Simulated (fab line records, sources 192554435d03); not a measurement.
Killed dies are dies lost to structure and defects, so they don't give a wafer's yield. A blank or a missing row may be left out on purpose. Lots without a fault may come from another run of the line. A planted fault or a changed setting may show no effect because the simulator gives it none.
One fault seen from 2 desks | flow n5_finfet | each desk has only its own numbers; what lay behind them comes last

THE TOOL OWNER'S DESK: pecvd-01
The tool's own readings at N5_BEOL_M4_ILD_DEP_00 (deposits SiOC from DEMS/O2, target thk 79 nm, time 15.3 s): means of the sampled wafers that have a number, for each lot that ran on this tool. A lot is out of limits, marked OUT, if its mean lies more than 4 standard deviations from the usual mean; the brackets give that distance.
Columns: A = heater_power_w at N5_BEOL_M4_ILD_DEP_00, usual 445 W; B = rf_fwd_power_W at N5_BEOL_M4_ILD_DEP_00, usual 491.8 W; C = showerhead_plenum_p_Torr at N5_BEOL_M4_ILD_DEP_00, usual 5.687 Torr; D = susceptor_temp_C at N5_BEOL_M4_ILD_DEP_00, usual 349.99 C; E = throttle_valve_pct at N5_BEOL_M4_ILD_DEP_00, usual 12.0 %
lot  | first seen here | A   | B     | C     | D      | E
L194 | day 8 07:47     | 451 | 491.8 | 5.693 | 350.09 | 11.7
L195 | day 8 10:40     | 432 | 490.6 | 5.680 | 349.88 | 11.6
L197 | day 8 22:56     | 432 | 492.3 | 5.685 | 349.78 | 12.2
L198 | day 9 08:57     | 380 | 491.7 | 5.684 | 350.18 | 11.6
L212 | day 13 01:14    | 434 | 491.0 | 5.700 | 350.08 | 11.3
This desk's finding: nothing out of limits on any of the 5 lots.

THE METROLOGY DESK
What the gauges read, lot by lot, whatever tool the lot ran on: means of the sampled wafers that have a number. A lot is out of limits, marked OUT, if its mean lies more than 4 standard deviations from the usual mean; the brackets give that distance. Of its 11 readings 7 are shown: the one that was out of limits first, and those that lie furthest out on some lot.
Columns: A = M4_ILD_THK at N5_BEOL_M4_THK_MEAS_01, usual 79.2 nm; B = DIBL_P at N5_BEOL_M4_RC_MEAS_101, usual 36.3 mV/V; C = IOFF_N at N5_BEOL_M4_RC_MEAS_101, usual 0.163 nA/um; D = IOFF_P at N5_BEOL_M4_RC_MEAS_101, usual 0.21 nA/um; E = ION_P at N5_BEOL_M4_RC_MEAS_101, usual 461 uA/um; F = VT_N at N5_BEOL_M4_RC_MEAS_101, usual 249.4 mV; G = VT_P at N5_BEOL_M4_RC_MEAS_101, usual -250 mV
lot  | first seen here | A               | B    | C     | D    | E   | F     | G
L192 | day 7 19:07     | 78.9            | 37.5 | 0.182 | 0.22 | 458 | 248.2 | -249
L194 | day 8 07:51     | 79.4            | 36.3 | 0.162 | 0.18 | 452 | 248.2 | -254
L195 | day 8 10:43     | 80.5            | 36.1 | 0.149 | 0.24 | 466 | 250.5 | -246
L197 | day 8 23:01     | 100.8 (+25) OUT | 34.4 | 0.136 | 0.20 | 464 | 249.4 | -249
L198 | day 9 09:01     | 90.2 (+13) OUT  | 36.5 | 0.154 | 0.20 | 452 | 251.9 | -252
L199 | day 9 10:55     | 79.5            | 36.7 | 0.163 | 0.23 | 464 | 248.0 | -247
L207 | day 11 10:16    | 80.0            | 34.4 | 0.145 | 0.18 | 451 | 253.0 | -252
L212 | day 13 01:19    | 78.7            | 35.0 | 0.142 | 0.20 | 457 | 250.0 | -249
L213 | day 13 01:23    | 79.6            | 31.6 | 0.128 | 0.15 | 450 | 251.0 | -257
This desk's finding: out of limits on L197, L198; first on L197, day 8 23:01 (M4_ILD_THK at N5_BEOL_M4_THK_MEAS_01). In limits: L192, L194, L195, L199, L207, L212, L213.

PUT TOGETHER
The metrology desk could have raised an alarm at day 8 23:01, on L197, L198.
The tool owner's desk saw nothing out of limits.
The tool owner's desk has L197, L198 on record, within its limits.
Of the lots named, all ran N5_BEOL_M4_ILD_DEP_00 on pecvd-01.

WHAT THE SIMULATOR HAD PUT IN
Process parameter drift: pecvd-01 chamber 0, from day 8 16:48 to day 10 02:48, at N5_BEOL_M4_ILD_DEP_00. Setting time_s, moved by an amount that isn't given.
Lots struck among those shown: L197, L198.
Hours from the fault's start to each desk's first reading out of limits: the metrology desk, 6.
